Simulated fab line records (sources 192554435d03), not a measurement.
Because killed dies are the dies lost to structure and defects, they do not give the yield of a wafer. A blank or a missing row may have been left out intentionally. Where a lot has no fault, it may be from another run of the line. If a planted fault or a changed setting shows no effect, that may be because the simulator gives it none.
fab line records	flow n5_finfet
record: lots: 6	wafers: 16	last_day: 17
route steps=1938 shown HKMG_FIN@416 BEOL_M4@1111 PASSIVATION@1936
lots that met no fault: from a run of the same line without faults
start_h: start of the lot's first displayed wafer, in hours after the record's first day	wait_h: time in hours since the lot's previous step	" unchanged from the row above	L1.1+2: one row covering several wafers at once	- no value, or no start given	* or withheld: withheld	< > ~ a bound
route shown NAME@n: NAME is a module with steps in the file, n the number in the route of the first one	usual: mean and standard deviation over wafers with no fault	same: alike in all rows	chamber/n: place in a boat	sites: the reading at each site	_std_site: standard deviation of those values	_edge_site: mean of outer sites minus mean of inner sites	radius_mm: for every site, how far away it sits from the centre of the wafer	mask NAME#n: copy n	behind: the last tool/chamber to shape the wafer	hold: the reason the lot was held/the length of the hold in hours/how it ended	device: the transistor (n, p or np) that didn't switch	end of line: the route-end tests of the same wafers	a step without rows: its recipe alone	killed: dies that structure and defects cost at the first sort, which is not the same as the wafer's yield	map: per-die view of a wafer (x killed, . not killed, _ where there is no die)
set.NAME: the setting the step ran with; set.NAME@STEP: the setting that earlier step ran with	model.NAME: the simulator's own value behind a step, which no gauge read
a table for each step, a row for each wafer; lots at some steps of the route
services: when a tool's chamber went out of use (start_h, in hours from the record's first day, below 0 if earlier), for how many hours, and the reason
== steps ==
step: N5_HKMG_FIN_WET_ETCH_65
recipe: chemistry: TMAH	temp_c: 70	conc_wt_pct: 5	target: a-Si	stop_on: TiN	time_s: 49	target_depth_nm: 3
step: N5_HKMG_FIN_WET_ETCH_81
recipe: chemistry: SC1	target: TiN	stop_on: HfO2	mix: 1:1:5	temp_c: 60	time_s: 57	target_depth_nm: 6
step: N5_HKMG_FIN_WET_ETCH_82
recipe: chemistry: dHCl	mix: 1:10000	temp_c: 25	target: La2O3	stop_on: HfO2	target_depth_nm: 2	dry: ipa_marangoni	rinse_time_s: 30	rinse_temp_c: 23
step: N5_HKMG_FIN_ALD_36
recipe: material: TiN	target_thk_a: 10	temp_c: 400	ald_precursor_family: TiCl4	ald_co_reactant: NH3	pulse_time_s: 1	purge_time_s: 3	co_reactant_purge_time_s: 2	co_reactant_pulse_time_s: 2	ald_cycles: 47	pressure_torr: 3
usual: heater_power_w: 879/67	precursor_pulse_height_rel: 1.002/0.022
same: co_reactant_purge_time_s: 2
lot.wafer	tool	chamber	start_h	wait_h	heater_power_w	precursor_pulse_height_rel	since_wet_clean_h
L334.1	ald_metal-04	1	74.72	0.0	841	1.014	4353
L334.5	"	3	"	"	877	1.015	-
L334.6	"	2	"	"	986	1.019	-
L339.3	ald_metal-02	0	107.14	0.0	760	0.977	2847
L339.4	"	1	"	"	913	0.988	2847
L339.5	"	3	"	"	872	1.034	-
L346.4	ald_metal-01	1	147.77	0.0	915	1.025	5965
L346.6	"	3	"	"	844	0.974	-
L347.2	ald_metal-02	1	158.67	0.0	897	1.022	2898
L347.6	"	3	"	"	876	1.000	-
L353.3	ald_metal-01	0	188.52	0.0	962	1.005	6005
L353.5	"	1	"	"	919	0.992	-
L353.6	"	0	"	"	976	1.016	-
L355.1	ald_metal-04	0	201.49	0.0	845	0.991	4480
L355.5	"	2	"	"	1026	1.041	-
L355.6	"	1	"	"	834	0.949	-
step: N5_HKMG_FIN_THK_MEAS_70
recipe: thk_meas_gauge: xrf	reads: HfO2_of_HKMG_FIN_HK_ALD_01
usual: HK_THK: 1.570/0.02
lot.wafer	tool	chamber	start_h	wait_h	HK_THK[nm]
L334.1	film_metro-02	-	75.00	0.2	1.590
L334.5	"	-	"	"	1.561
L334.6	"	-	"	"	1.582
L339.3	film_metro-02	-	107.42	0.2	1.569
L339.4	"	-	"	"	1.553
L339.5	"	-	"	"	1.573
L346.4	film_metro-02	-	148.05	0.2	1.570
L346.6	"	-	"	"	1.555
L347.2	film_metro-01	-	158.95	0.2	1.572
L347.6	"	-	"	"	1.559
L353.3	film_metro-01	-	188.80	0.2	1.571
L353.5	"	-	"	"	1.562
L353.6	"	-	"	"	1.591
L355.1	film_metro-01	-	201.77	0.2	1.561
L355.5	"	-	"	"	1.571
L355.6	"	-	"	"	1.563
step: N5_HKMG_FIN_PWFM_ALD_03
recipe: material: TiN	target_thk_a: 20	temp_c: 400	ald_precursor_family: TiCl4	ald_co_reactant: NH3	pulse_time_s: 1	purge_time_s: 3	co_reactant_purge_time_s: 2	co_reactant_pulse_time_s: 2	ald_cycles: 91	pressure_torr: 3
usual: heater_power_w: 887/67	precursor_pulse_height_rel: 1.004/0.021
same: co_reactant_purge_time_s: 2
lot.wafer	tool	chamber	start_h	wait_h	heater_power_w	precursor_pulse_height_rel	since_wet_clean_h
L334.1	ald_metal-01	0	75.03	0.0	1001	1.013	5892
L334.5	"	1	"	"	874	0.998	-
L334.6	"	0	"	"	972	1.009	-
L339.3	ald_metal-01	0	107.46	0.0	943	1.020	5924
L339.4	"	3	"	"	829	0.995	5924
L339.5	"	3	"	"	817	1.027	-
L346.4	ald_metal-04	2	148.09	0.0	991	1.004	4426
L346.6	"	3	"	"	855	0.964	-
L347.2	ald_metal-04	0	158.99	0.0	839	1.002	4437
L347.6	"	2	"	"	1024	0.993	-
L353.3	ald_metal-04	2	188.83	0.0	994	1.021	4467
L353.5	"	0	"	"	829	0.982	-
L353.6	"	3	"	"	864	0.991	-
L355.1	ald_metal-01	1	201.81	0.0	898	1.002	6019
L355.5	"	1	"	"	919	1.013	-
L355.6	"	0	"	"	988	0.991	-
step: N5_HKMG_FIN_COAT_29
recipe: resist: SOC	temp_c: 250	time_s: 60	spin_rpm: 1500	resist_thk_nm: 300
step: N5_HKMG_FIN_COAT_30
recipe: resist: SiARC	temp_c: 220	time_s: 60	spin_rpm: 1500	resist_thk_nm: 35
step: N5_HKMG_FIN_COAT_06
recipe: resist: CAR-ArF	spin_rpm: 1500	resist_thk_nm: 90
step: N5_HKMG_FIN_EBR_08
recipe: solvent: PGMEA	ebr_width_mm: 1.5
step: N5_HKMG_FIN_SOFTBAKE_07
recipe: temp_c: 110	time_s: 60	resist: CAR-ArF
step: N5_HKMG_FIN_EXPOSE_09
recipe: mask_id: NWFM	na: 1.35	source_shape: conventional	sigma_outer: 0.8	polarization: unpolarized	dose_mj: 39.25
step: N5_HKMG_FIN_PEB_10
recipe: peb_temp_c: withheld	peb_time_s: 60	resist: CAR-ArF
lot.wafer	tool	chamber	start_h	wait_h
L334.1+5+6	litho_track-03	0	75.80	0.1
L339.3+4+5	litho_track-01	0	108.23	0.0
L346.4+6	litho_track-01	0	148.86	0.0
L347.2+6	litho_track-01	0	159.63	0.0
L353.3+5+6	litho_track-03	0	189.48	0.0
L355.1+5+6	litho_track-02	0	202.45	0.1
step: N5_HKMG_FIN_DEVELOP_11
recipe: develop_time_s: 30	developer: TMAH	resist: CAR-ArF	dev_temp_c: 23	rinse_liquid: diw	dry: air_spin
step: N5_HKMG_FIN_CD_MEAS_12
recipe: target_cd_nm: 92.8	landing_energy_ev: 500	detector: se_inlens
usual: cd_nm: 92.7/0.77
same: landing_energy_ev: 500
lot.wafer	tool	chamber	start_h	wait_h	cd_nm
L334.1	cd_sem-01	0	75.87	-	92.8
L334.5	"	0	"	"	91.6
L334.6	"	0	"	"	92.8
L339.3	cd_sem-01	0	108.30	-	92.8
L339.4	"	0	"	"	93.3
L339.5	"	0	"	"	93.7
L346.4	cd_sem-01	0	148.93	-	95.3
L346.6	"	0	"	"	94.9
L347.2	cd_sem-02	0	159.70	-	92.5
L347.6	"	0	"	"	95.3
L353.3	cd_sem-02	0	189.55	-	93.9
L353.5	"	0	"	"	92.7
L353.6	"	0	"	"	92.4
L355.1	cd_sem-03	0	202.52	-	92.4
L355.5	"	0	"	"	91.9
L355.6	"	0	"	"	92.9
step: N5_HKMG_FIN_OVL_MEAS_13
recipe: points_per_wafer: 44
usual: NWFM_OVL: 0.9/0.73
lot.wafer	tool	chamber	start_h	wait_h	NWFM_OVL[nm]
L334.1	overlay-01	0	75.90	0.0	1.1
L334.5	"	0	"	"	1.2
L334.6	"	0	"	"	1.2
L339.3	overlay-02	0	108.32	0.0	0.7
L339.4	"	0	"	"	0.7
L339.5	"	0	"	"	0.8
L346.4	overlay-02	0	148.96	0.0	1.1
L346.6	"	0	"	"	2.3
L347.2	overlay-02	0	159.73	0.0	1.0
L347.6	"	0	"	"	0.6
L353.3	overlay-02	0	189.58	0.0	1.2
L353.5	"	0	"	"	1.0
L353.6	"	0	"	"	-0.2
L355.1	overlay-02	0	202.55	0.0	3.3
L355.5	"	0	"	"	1.8
L355.6	"	0	"	"	2.6
step: N5_BEOL_M4_RC_MEAS_101
usual: DIBL_N: 35.8/1.8	DIBL_P: 35.9/2.2	IOFF_N: 0.16/0.035	IOFF_P: 0.21/0.04	ION_N: 672/11	ION_P: 461/7.4	SS_N: 71.4/0.64	SS_P: 73.2/0.67	VT_N: 250/3.5	VT_P: -251/3.4
lot.wafer	tool	chamber	start_h	wait_h	DIBL_N[mV/V]	DIBL_P[mV/V]	IOFF_N[nA/um]	IOFF_P[nA/um]	ION_N[uA/um]	ION_P[uA/um]	SS_N[mV/dec]	SS_P[mV/dec]	VT_N[mV]	VT_P[mV]
L334.1	prober-02	0	163.50	0.0	37.3	37.3	0.19	0.20	682	456	72.2	73.5	249	-251
L334.5	"	0	"	"	38.2	38.1	0.22	0.22	680	455	72.3	73.1	244	-251
L334.6	"	0	"	"	36.5	36.5	0.16	0.19	674	456	72.4	73.5	248	-254
L339.3	prober-01	0	200.82	0.3	33.9	34.2	0.12	0.18	660	460	71.9	73.0	252	-252
L339.4	"	0	"	"	36.0	35.9	0.15	0.20	662	455	72.1	73.7	253	-251
L339.5	"	0	"	"	33.7	33.1	0.12	0.16	644	446	71.0	72.1	255	-252
L346.4	prober-02	0	251.51	0.5	35.0	34.2	0.12	0.18	650	452	70.9	73.1	256	-254
L346.6	"	0	"	"	36.3	36.6	0.15	0.22	666	458	70.8	73.9	252	-249
L347.2	prober-02	0	256.55	0.2	37.4	38.2	0.18	0.24	683	465	71.2	73.5	249	-246
L347.6	"	0	"	"	35.1	35.0	0.13	0.19	676	464	71.3	72.9	254	-250
L353.3	prober-01	0	285.21	0.3	39.3	38.7	0.25	0.29	697	464	72.4	73.8	243	-244
L353.5	"	0	"	"	35.6	35.2	0.15	0.20	659	456	71.4	72.9	252	-248
L353.6	"	0	"	"	35.6	35.3	0.15	0.21	674	461	71.3	73.5	248	-249
L355.1	prober-01	0	287.79	0.0	30.4	29.3	0.08	0.11	638	447	69.6	72.1	261	-257
L355.5	"	0	"	"	33.8	33.5	0.11	0.15	665	456	71.1	73.0	253	-256
L355.6	"	0	"	"	38.0	38.3	0.19	0.23	689	467	71.5	74.1	247	-249
step: N5_PASSIVATION_PROBE_49
usual: defect_limited_yield: 91.0/1.5	killed_at_M0_to_M3: 34/9.1	killed_at_M4_up: 14/5.7	killed_at_contacts: 13/5.7	killed_at_front_end: 42/12	killed_at_other: 4/3.4	killed_dies: 106/17	killed_open: 70/13	killed_short: 34/7.5	sort_bin_5_function: 5.2/0.94	sort_bin_6_memory: 3.4/0.69	sort_bin_8_speed: 0.00/0.029	sort_n_pass: 1074/17	sort_yield_pct: 91.0/1.5
same: gross_dies: 1180	killed_at_back_side: 0	sort_bin_4_leakage[%]: 0
lot.wafer	tool	chamber	start_h	wait_h	defect_limited_yield[%]	killed_at_M0_to_M3	killed_at_M4_up	killed_at_contacts	killed_at_front_end	killed_at_other	killed_dies	killed_open	killed_short	sort_bin_5_function[%]	sort_bin_6_memory[%]	sort_bin_8_speed[%]	sort_n_pass	sort_yield_pct[%]
L334.1	prober-01	-	270.85	0.0	92.8	35	13	8	27	2	85	54	28	4.2	2.8	0	1095	92.8
L334.5	prober-01	-	271.05	0.2	92.0	22	23	14	33	2	94	59	30	4.2	3.3	0	1086	92.0
L334.6	prober-01	-	271.10	0.3	93.4	32	8	10	27	1	78	52	21	3.4	3.1	0	1102	93.4
L347.2	prober-02	-	356.75	0.1	91.4	30	14	9	46	3	102	69	30	5.3	3.0	0	1078	91.4
L347.6	prober-02	-	356.95	0.3	90.2	42	7	20	43	4	116	84	30	5.6	4.1	0	1064	90.2
killed by level:class
L334.1 BEOL_M0_SAQP:geometric_particle:short=8 BEOL_M1:geometric_particle:open=8 STI_FIN_REVEAL:geometric_particle:open=7 DUMMY_GATE:geometric_particle:short=7 MOL_CONTACT_COAG:geometric_particle:open=7 BEOL_M4:geometric_particle:open=7 BEOL_M2:geometric_particle:open=7 BEOL_M3:geometric_particle:open=4
L334.5 MOL_CONTACT_COAG:geometric_particle:open=10 BEOL_M4:geometric_particle:open=9 BEOL_M0_SAQP:geometric_particle:open=8 STI_FIN_REVEAL:geometric_particle:open=7 BEOL_M0_SAQP:geometric_particle:short=5 FIN_SAQP:geometric_particle:short=4 MOL_CONTACT_COAG:geometric_particle:short=4 STARTING-WAFER:geometric_particle:short=4
L334.6 BEOL_M2:geometric_particle:open=9 MOL_CONTACT_COAG:geometric_particle:open=8 DUMMY_GATE:geometric_particle:open=7 FIN_SAQP:geometric_particle:open=6 BEOL_M0_SAQP:geometric_particle:short=6 BEOL_M0_SAQP:geometric_particle:open=6 BEOL_M1:geometric_particle:open=6 DUMMY_GATE:geometric_particle:short=4
L347.2 STI_FIN_REVEAL:geometric_particle:open=13 BEOL_M0_SAQP:geometric_particle:open=12 FIN_SAQP:geometric_particle:short=8 MOL_CONTACT_COAG:geometric_particle:open=7 BEOL_M0_SAQP:geometric_particle:short=7 FIN_SAQP:geometric_particle:open=6 BEOL_M1:geometric_particle:open=6 STI_FIN_REVEAL:geometric_particle:short=3
L347.6 MOL_CONTACT_COAG:geometric_particle:open=17 BEOL_M3:geometric_particle:open=14 FIN_SAQP:geometric_particle:open=10 BEOL_M2:geometric_particle:open=10 FIN_SAQP:geometric_particle:short=8 DUMMY_GATE:geometric_particle:open=7 STI_FIN_REVEAL:geometric_particle:open=5 BEOL_M0_SAQP:geometric_particle:open=5
== services ==
tool	chamber	start_h	hours	kind
ald_metal-02	-	53.55	0.4	repair
ald_metal-04	1	64.09	4.9	repair
ald_metal-02	-	81.83	0.4	repair
litho_track-01	-	97.38	-	consumable_replace:filter
litho_track-01	-	108.17	-	consumable_replace:filter
ald_metal-02	0	113.42	16.1	repair
ald_metal-02	2	165.51	13.3	repair
ald_metal-02	3	190.10	6.9	repair
== key ==
first_sign: step: N5_HKMG_FIN_CD_MEAS_12	reading: cd_nm	direction: up	sigmas: 3.2	usual: 92.7	struck: 95.2
effect none on later readings
met_at N5_HKMG_FIN_PEB_10
struck_wafers L346.4,L346.6,L347.6
onset_between 108.23 148.86
fault: kind: process_parameter_drift	tool: litho_track-01	chamber: -	onset_h: 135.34	steps: N5_HKMG_FIN_PEB_10	channel: peb_time_s	offset: *	shape: step	end_h: 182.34	scope: struck_wafers_only	acts_in: *	stated: *
